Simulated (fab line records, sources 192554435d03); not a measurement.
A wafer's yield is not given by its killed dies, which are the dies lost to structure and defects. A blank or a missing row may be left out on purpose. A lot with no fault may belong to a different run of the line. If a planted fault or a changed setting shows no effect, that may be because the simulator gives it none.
Which tool is to blame? -- flow n5-finfet -- 24 lots with 72 wafers sampled at 5 steps, on a route of 1938 steps

WHAT THE GAUGES READ, wafer by wafer
N5_BEOL_M13_THK_MEAS_01.
lot,measured,on,M13_ILD_THK (nm)
L074,day 10 07:48,film-metro-01,831 838 858
L076,day 10 13:45,film-metro-01,827 827 846
L075,day 10 14:37,film-metro-02,845 859 852
L077,day 11 06:26,film-metro-02,825 846 833
L080,day 11 11:20,film-metro-01,847 848 867
L079,day 11 14:28,film-metro-02,837 847 844
L078,day 11 19:37,film-metro-02,823 824 844
L081,day 12 03:43,film-metro-01,843 859 852
L083,day 12 10:23,film-metro-02,858 843 857
L082,day 12 11:47,film-metro-02,826 822 830
L084,day 12 12:16,film-metro-02,828 839 845
L085,day 12 22:38,film-metro-01,819 828 839
L086,day 13 06:35,film-metro-01,841 841 845
L087,day 13 10:19,film-metro-01,848 837 855
L088,day 13 19:52,film-metro-01,827 819 849
L090,day 13 20:16,film-metro-02,831 846 835
L091,day 14 03:09,film-metro-02,831 817 827
L089,day 14 03:53,film-metro-01,822 837 837
L092,day 14 10:46,film-metro-02,822 837 832
L093,day 14 15:29,film-metro-02,826 840 839
L094,day 14 18:07,film-metro-01,822 817 839
L095,day 15 18:57,film-metro-02,839 826 845
L096,day 15 19:09,film-metro-02,817 844 839
L097,day 16 07:44,film-metro-01,831 826 851

N5_BEOL_M13_CD_MEAS_10: target cd 190 nm.
lot,measured,on,cd-nm (nm)
L074,day 10 08:07,cd-sem-01,187.9 187.8 187.3
L076,day 10 14:11,cd-sem-02,191.0 189.1 189.3
L075,day 10 15:02,cd-sem-03,189.3 188.9 187.6
L077,day 11 06:44,cd-sem-03,190.4 188.0 189.6
L080,day 11 11:38,cd-sem-03,186.6 186.6 186.1
L079,day 11 14:46,cd-sem-03,187.5 187.3 188.0
L078,day 11 19:56,cd-sem-03,187.9 187.7 187.0
L081,day 12 04:01,cd-sem-03,189.4 188.4 190.1
L083,day 12 10:42,cd-sem-03,189.6 189.9 190.6
L082,day 12 12:05,cd-sem-01,190.9 190.2 190.6
L084,day 12 12:34,cd-sem-03,187.3 187.8 188.0
L085,day 12 23:04,cd-sem-01,189.5 189.9 191.3
L086,day 13 06:53,cd-sem-01,189.8 189.5 189.5
L087,day 13 10:44,cd-sem-03,187.8 188.6 188.2
L088,day 13 20:18,cd-sem-03,189.7 189.6 189.7
L090,day 13 20:42,cd-sem-03,188.1 187.9 189.4
L091,day 14 03:34,cd-sem-01,191.7 190.1 189.8
L089,day 14 04:11,cd-sem-01,190.8 191.7 191.0
L092,day 14 11:11,cd-sem-01,191.4 190.7 190.6
L093,day 14 15:55,cd-sem-02,192.1 193.6 193.2
L094,day 14 18:33,cd-sem-01,189.1 187.5 188.3
L095,day 15 19:23,cd-sem-02,191.0 190.9 191.5
L096,day 15 19:27,cd-sem-03,191.9 192.1 192.5
L097,day 16 08:02,cd-sem-01,192.0 192.9 193.8

WHICH TOOL RAN EACH LOT (tool, then ch and the chambers of the sampled wafers, then the start)
lot,N5_BEOL_M12_STRIP_64,N5_BEOL_M12_SPUTTER_44,N5_BEOL_M12_ANNEAL_48
L074,"plasma-asher-02 ch 0,1, day 10 04:16","pvd-sputter-02, day 10 06:30","rtp-anneal-02 ch 0, day 10 06:53"
L076,"plasma-asher-01 ch 0,1, day 10 09:54","pvd-sputter-02, day 10 12:11","rtp-anneal-01 ch 0, day 10 12:37"
L075,"plasma-asher-01 ch 0,1, day 10 10:21","pvd-sputter-03, day 10 13:19","rtp-anneal-01 ch 0, day 10 13:44"
L077,"plasma-asher-01 ch 0,1, day 11 00:28","pvd-sputter-03, day 11 05:10","rtp-anneal-01 ch 0, day 11 05:33"
L080,"plasma-asher-02 ch 0,1, day 11 07:58","pvd-sputter-03, day 11 10:03","rtp-anneal-02 ch 0, day 11 10:23"
L079,"plasma-asher-02 ch 0,1, day 11 11:33","pvd-sputter-02, day 11 13:07","rtp-anneal-02 ch 0, day 11 13:34"
L078,"plasma-asher-02 ch 0,1, day 11 12:26","pvd-sputter-02, day 11 18:16","rtp-anneal-02 ch 0, day 11 18:37"
L081,"plasma-asher-02 ch 0,1, day 11 22:58","pvd-sputter-01, day 12 02:18","rtp-anneal-02 ch 0, day 12 02:41"
L083,"plasma-asher-02 ch 0,1, day 12 04:56","pvd-sputter-02, day 12 08:35","rtp-anneal-01 ch 0, day 12 09:35"
L082,"plasma-asher-02 ch 0,1, day 12 08:33","pvd-sputter-03, day 12 10:31","rtp-anneal-01 ch 0, day 12 10:52"
L084,"plasma-asher-02 ch 0,1, day 12 08:41","pvd-sputter-02, day 12 10:49","rtp-anneal-02 ch 0, day 12 11:24"
L085,"plasma-asher-02 ch 1, day 12 18:35","pvd-sputter-03, day 12 21:22","rtp-anneal-01 ch 0, day 12 21:44"
L086,"plasma-asher-01 ch 0,1, day 13 02:14","pvd-sputter-03, day 13 05:18","rtp-anneal-02 ch 0, day 13 05:39"
L087,"plasma-asher-01 ch 1, day 13 06:22","pvd-sputter-02, day 13 09:02","rtp-anneal-02 ch 0, day 13 09:25"
L088,"plasma-asher-01 ch 0,1, day 13 16:13","pvd-sputter-01, day 13 18:36","rtp-anneal-02 ch 0, day 13 18:56"
L090,"plasma-asher-01 ch 0,1, day 13 17:08","pvd-sputter-01, day 13 19:00","rtp-anneal-01 ch 0, day 13 19:20"
L091,"plasma-asher-01 ch 0,1, day 13 23:44","pvd-sputter-02, day 14 01:52","rtp-anneal-01 ch 0, day 14 02:13"
L089,"plasma-asher-01 ch 0,1, day 14 00:31","pvd-sputter-02, day 14 02:37","rtp-anneal-02 ch 0, day 14 02:57"
L092,"plasma-asher-02 ch 0,1, day 14 05:25","pvd-sputter-03, day 14 09:26","rtp-anneal-02 ch 0, day 14 09:49"
L093,"plasma-asher-01 ch 0,1, day 14 12:27","pvd-sputter-03, day 14 14:11","rtp-anneal-01 ch 0, day 14 14:33"
L094,"plasma-asher-01 ch 0,1, day 14 14:37","pvd-sputter-03, day 14 16:44","rtp-anneal-02 ch 0, day 14 17:14"
L095,"plasma-asher-01 ch 0,1, day 14 21:38","pvd-sputter-02, day 15 17:28","rtp-anneal-02 ch 0, day 15 18:01"
L096,"plasma-asher-01 ch 0,1, day 15 15:17","pvd-sputter-01, day 15 17:38","rtp-anneal-01 ch 0, day 15 18:16"
L097,"plasma-asher-01 ch 0,1, day 16 02:19","pvd-sputter-03, day 16 06:01","rtp-anneal-02 ch 0, day 16 06:51"
- N5_BEOL_M12_STRIP_64: strips in N2/H2.
- N5_BEOL_M12_SPUTTER_44: material Ta, target thk 10 nm, time 16.13 s.
- N5_BEOL_M12_ANNEAL_48: time 90 s.

WHAT THE TOOLS THEMSELVES READ (means of the sampled wafers that have a number; where no wafer has one, the mark that the record gives instead)
N5_BEOL_M12_STRIP_64.
lot,tool,drypump-motor-current-A (A),heater-power-w (W),oes-product-au (a.u.),strip-time-to-endpoint-s (s)
L074,plasma-asher-02,6.0,330,0.710,31.46
L076,plasma-asher-01,6.4,375,0.717,31.38
L075,plasma-asher-01,6.4,374,0.715,31.43
L077,plasma-asher-01,6.4,375,0.713,31.38
L080,plasma-asher-02,5.9,329,0.718,31.26
L079,plasma-asher-02,6.0,334,0.711,31.32
L078,plasma-asher-02,6.0,332,0.715,31.26
L081,plasma-asher-02,5.7,329,0.713,31.25
L083,plasma-asher-02,6.0,331,0.715,31.27
L082,plasma-asher-02,5.6,322,0.717,31.32
L084,plasma-asher-02,5.7,328,0.714,31.38
L085,plasma-asher-02,5.3,324,0.710,31.33
L086,plasma-asher-01,6.4,378,0.718,31.33
L087,plasma-asher-01,6.6,344,0.713,31.25
L088,plasma-asher-01,6.4,379,0.713,31.32
L090,plasma-asher-01,6.4,374,0.717,31.26
L091,plasma-asher-01,6.4,383,0.716,31.33
L089,plasma-asher-01,6.4,373,0.719,31.38
L092,plasma-asher-02,5.7,324,0.710,31.23
L093,plasma-asher-01,6.4,371,0.719,31.35
L094,plasma-asher-01,6.4,374,0.712,31.23
L095,plasma-asher-01,6.5,362,0.713,31.35
L096,plasma-asher-01,6.4,374,0.717,31.20
L097,plasma-asher-01,6.5,356,0.716,31.31

N5_BEOL_M12_SPUTTER_44.
lot,tool,chamber-pressure-pa (Pa),throttle-valve-pct (%)
L074,pvd-sputter-02,0.06998,29.5
L076,pvd-sputter-02,0.06986,29.6
L075,pvd-sputter-03,0.06998,31.0
L077,pvd-sputter-03,0.07006,30.0
L080,pvd-sputter-03,0.06999,31.4
L079,pvd-sputter-02,0.07003,28.6
L078,pvd-sputter-02,0.07003,29.4
L081,pvd-sputter-01,0.07007,29.7
L083,pvd-sputter-02,0.06988,30.3
L082,pvd-sputter-03,0.07003,29.5
L084,pvd-sputter-02,0.06991,29.6
L085,pvd-sputter-03,0.06990,31.1
L086,pvd-sputter-03,0.06992,30.2
L087,pvd-sputter-02,0.07017,30.2
L088,pvd-sputter-01,0.07004,29.5
L090,pvd-sputter-01,0.06992,29.9
L091,pvd-sputter-02,0.07011,29.5
L089,pvd-sputter-02,0.07004,29.3
L092,pvd-sputter-03,0.07005,30.1
L093,pvd-sputter-03,0.06998,30.2
L094,pvd-sputter-03,0.07006,29.4
L095,pvd-sputter-02,0.06992,29.7
L096,pvd-sputter-01,0.06999,29.5
L097,pvd-sputter-03,0.06994,30.1

N5_BEOL_M12_ANNEAL_48.
lot,tool,wafer_temp_C_max
L074,rtp-anneal-02,225.9
L076,rtp-anneal-01,226.3
L075,rtp-anneal-01,226.4
L077,rtp-anneal-01,226.5
L080,rtp-anneal-02,226.1
L079,rtp-anneal-02,226.0
L078,rtp-anneal-02,225.8
L081,rtp-anneal-02,226.0
L083,rtp-anneal-01,226.3
L082,rtp-anneal-01,226.1
L084,rtp-anneal-02,225.9
L085,rtp-anneal-01,226.3
L086,rtp-anneal-02,225.9
L087,rtp-anneal-02,226.1
L088,rtp-anneal-02,226.0
L090,rtp-anneal-01,226.3
L091,rtp-anneal-01,226.3
L089,rtp-anneal-02,226.2
L092,rtp-anneal-02,226.0
L093,rtp-anneal-01,226.2
L094,rtp-anneal-02,225.8
L095,rtp-anneal-02,225.8
L096,rtp-anneal-01,226.2
L097,rtp-anneal-02,226.3

THE ANSWER, worked out from the rows above alone
Rule: usual is defined by the lots themselves. The widest of any qualifying gaps counts: lots, ordered by their means at a reading, are off when they make up no more than a third of the lots, leave a main group of 4 or more, and stand apart from it by 3 or more times the standard deviation of that group's means. If all means in a main group match to the digits the tables above print for the reading, that group is not used. Also off: a lot with no number at a reading for which 4 or more lots have one. Any other lot the step has rows for is counted as sound. After the gauges, taken in route order, come the tools' own readings; for these a lot's mean is taken, as printed above. At the first step where some lot is off, the reading lying furthest off is the one used; lots without a number count as furthest.
No lot is off at any reading shown: from this, nothing can be told.

WHAT HAD BEEN PUT IN BY THE SIMULATOR
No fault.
